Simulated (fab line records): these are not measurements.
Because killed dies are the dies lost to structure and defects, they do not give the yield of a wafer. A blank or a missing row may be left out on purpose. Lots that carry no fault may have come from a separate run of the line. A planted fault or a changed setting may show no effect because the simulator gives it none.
Which tool is to blame? | flow nand harc | 11 lots, 33 wafers sampled, at 4 steps of a route of 1159

== WHAT THE GAUGES READ, wafer by wafer ==
NHARC_A_SLIT_OVL_MEAS_10. Usual: overlay x nm 0.1 nm, standard deviation 0.86; overlay y nm -0.1 nm, standard deviation 0.89.
lot  | measured     | on         | overlay x nm (nm)          | overlay y nm (nm)            | flag
L598 | day 14 09:27 | overlay-01 | -0.6 -0.2 0.0              | -0.4 -0.8 -1.4               |
L599 | day 14 09:36 | overlay-02 | 1.3 0.8 0.3                | 0.6 0.6 0.9                  |
L603 | day 15 16:59 | overlay-01 | 0.0 -0.3 0.1               | -0.6 -0.1 -0.4               |
L606 | day 16 08:46 | overlay-02 | -0.2 0.0 0.1               | -1.2 -1.5 -0.6               |
L608 | day 16 16:26 | overlay-01 | 0.3 0.0 0.4                | -2.2 -2.6 -2.6               |
L609 | day 17 04:46 | overlay-01 | -0.8 -0.4 -1.3             | -0.6 0.4 -0.8                |
L611 | day 17 06:05 | overlay-01 | 8.7 9.1 8.8 8.7 9.1 8.7    | -0.2 -0.6 0.1 -0.3 -0.8 -0.4 | OFF
L617 | day 19 03:55 | overlay-01 | 10.3 9.5 9.9 9.7 10.4 10.5 | 1.0 0.7 0.9 0.8 1.3 1.1      | OFF
L618 | day 19 04:05 | overlay-02 | -1.0 -1.3 -0.7             | -1.1 -0.7 -0.9               |
L621 | day 19 16:12 | overlay-01 | -1.9 -1.5 -1.2             | -1.1 -0.7 -1.1               |
L620 | day 19 17:09 | overlay-02 | 1.1 1.4 1.9                | 1.1 1.0 0.2                  |

== EACH LOT AND THE TOOL THAT RAN IT (in order: tool; ch and the chambers of the sampled wafers; start) ==
lot  | NHARC_A_SGD_CUT_ETCHBACK_24        | NHARC_A_SLIT_DEP_23             | NHARC_A_SLIT_EXPOSE_06
L598 | rie diel-04 ch 1,3, day 14 06:05   | pecvd-03 ch 0,1, day 14 08:44   | arfi scanner-01 ch 0, day 14 09:13
L599 | rie diel-03 ch 0,2,3, day 14 06:05 | pecvd-02 ch 1,2, day 14 08:41   | arfi scanner-02 ch 0, day 14 09:23
L603 | rie diel-03 ch 0,1, day 15 12:58   | pecvd-02 ch 0,1,2, day 15 16:13 | arfi scanner-02 ch 0, day 15 16:45
L606 | rie diel-03 ch 1,2, day 16 04:37   | pecvd-03 ch 0,1,2, day 16 08:00 | arfi scanner-03 ch 0, day 16 08:32
L608 | rie diel-04 ch 0,1,3, day 16 10:39 | pecvd-01 ch 0,2, day 16 15:47   | arfi scanner-01 ch 0, day 16 16:12
L609 | rie diel-03 ch 0,1,3, day 17 01:22 | pecvd-02 ch 0,1,2, day 17 04:07 | arfi scanner-01 ch 0, day 17 04:32
L611 | rie diel-04 ch 0,1,2, day 17 01:26 | pecvd-03 ch 0,2, day 17 05:28   | arfi scanner-01 ch 0, day 17 05:51
L617 | rie diel-07 ch 0,1,2, day 19 00:32 | pecvd-02 ch 0,2, day 19 03:11   | arfi scanner-01 ch 0, day 19 03:41
L618 | rie diel-03 ch 0,2, day 19 00:32   | pecvd-03 ch 1,2, day 19 03:19   | arfi scanner-03 ch 0, day 19 03:50
L621 | rie diel-03 ch 1,2, day 19 12:47   | pecvd-01 ch 0,1, day 19 15:33   | arfi scanner-03 ch 0, day 19 15:58
L620 | rie diel-04 ch 0,1, day 19 12:57   | pecvd-02 ch 1,2, day 19 16:34   | arfi scanner-03 ch 0, day 19 16:56
- NHARC_A_SGD_CUT_ETCHBACK_24: etches the open film in CH3F/O2, target depth 50 nm, time 92.857 s.
- NHARC_A_SLIT_DEP_23: deposits SiON, target thk 100 nm.
- NHARC_A_SLIT_EXPOSE_06: exposes mask SLIT.

== WHAT THE TOOLS THEMSELVES READ (means of the sampled wafers that have a number; where no wafer has one, the mark that the record gives instead) ==
NHARC_A_SGD_CUT_ETCHBACK_24. Usual: drypump motor current A 5.6 A, standard deviation 0.44; oes product au 0.97 a.u., standard deviation 0.032; rf vpp V 244.4 V, standard deviation 1.6; showerhead plenum p Torr 2.46 Torr, standard deviation 0.096; throttle valve pct 20.664 %, standard deviation 0.0091.
lot  | tool        | drypump motor current A (A) | oes product au (a.u.) | rf vpp V (V) | showerhead plenum p Torr (Torr) | throttle valve pct (%) | flag
L598 | rie diel-04 | 5.9                         | 0.99                  | 245.1        | 2.48                            | 20.665                 |
L599 | rie diel-03 | 5.1                         | 1.00                  | 246.3        | 2.54                            | 20.655                 |
L603 | rie diel-03 | 5.5                         | 1.00                  | 244.0        | 2.43                            | 20.660                 |
L606 | rie diel-03 | 5.3                         | 1.00                  | 243.1        | 2.47                            | 20.671                 |
L608 | rie diel-04 | 5.8                         | 0.99                  | 243.5        | 2.46                            | 20.663                 |
L609 | rie diel-03 | 5.3                         | 1.01                  | 244.2        | 2.50                            | 20.665                 |
L611 | rie diel-04 | 5.7                         | 0.93                  | 243.8        | 2.43                            | 20.662                 |
L617 | rie diel-07 | 6.0                         | 1.00                  | 242.9        | 2.34                            | 20.669                 |
L618 | rie diel-03 | 5.1                         | 0.95                  | 244.9        | 2.52                            | 20.662                 |
L621 | rie diel-03 | 5.3                         | 0.97                  | 244.4        | 2.47                            | 20.665                 |
L620 | rie diel-04 | 5.8                         | 0.93                  | 244.3        | 2.44                            | 20.669                 |

NHARC_A_SLIT_DEP_23. Usual: 778 W for heater power w, sd 82.
lot  | tool     | heater power w (W) | flag
L598 | pecvd-03 | 697                |
L599 | pecvd-02 | 811                |
L603 | pecvd-02 | 830                |
L606 | pecvd-03 | 759                |
L608 | pecvd-01 | 775                |
L609 | pecvd-02 | 829                |
L611 | pecvd-03 | 822                |
L617 | pecvd-02 | 845                |
L618 | pecvd-03 | 764                |
L621 | pecvd-01 | 680                |
L620 | pecvd-02 | 839                |

NHARC_A_SLIT_EXPOSE_06. Usual: 60.78 for exposure dose mJ cm2, sd 0.063.
lot  | tool            | exposure dose mJ cm2 | flag
L598 | arfi scanner-01 | 60.70                |
L599 | arfi scanner-02 | 60.74                |
L603 | arfi scanner-02 | 60.85                |
L606 | arfi scanner-03 | 60.87                |
L608 | arfi scanner-01 | 60.74                |
L609 | arfi scanner-01 | 60.79                |
L611 | arfi scanner-01 | 60.76                |
L617 | arfi scanner-01 | 60.69                |
L618 | arfi scanner-03 | 60.84                |
L621 | arfi scanner-03 | 60.79                |
L620 | arfi scanner-03 | 60.77                |

== THE ANSWER, worked out from the rows above alone ==
Rule: a lot is off if the mean of its wafers that have a number lies more than 3 standard deviations from the usual mean. A lot without any number at a reading at which 4 lots or more have one is off too. The other lots that the step has rows for count as sound. Order of review: gauges by route order, followed by the tools' own readings, for which a lot's mean as printed above is used. The first step at which some lot is off is used, and at that step the reading that is off furthest; a lot without a number counts as furthest.
Off at NHARC_A_SLIT_OVL_MEAS_10 (overlay x nm): L611, L617.
A tool fits if, at a process step before that reading, it ran every lot that is off, and no sound lot after the first of them. Those tools and the gauges at NHARC_A_SLIT_OVL_MEAS_10 are tried in the same way. One fits: NHARC_A_SLIT_EXPOSE_06 on arfi scanner-01. Its last sound lot is L609 (day 17 04:32), its first lot that is off L611 (day 17 05:51): a fault that began between those two fits.

== WHAT THE SIMULATOR HAD PUT IN ==
Scanner matching overlay: arfi scanner-01, from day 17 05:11 on, at NHARC_A_SLIT_EXPOSE_06. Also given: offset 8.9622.
Shown lots that were struck: L611, L617. Same finding as the rule above.
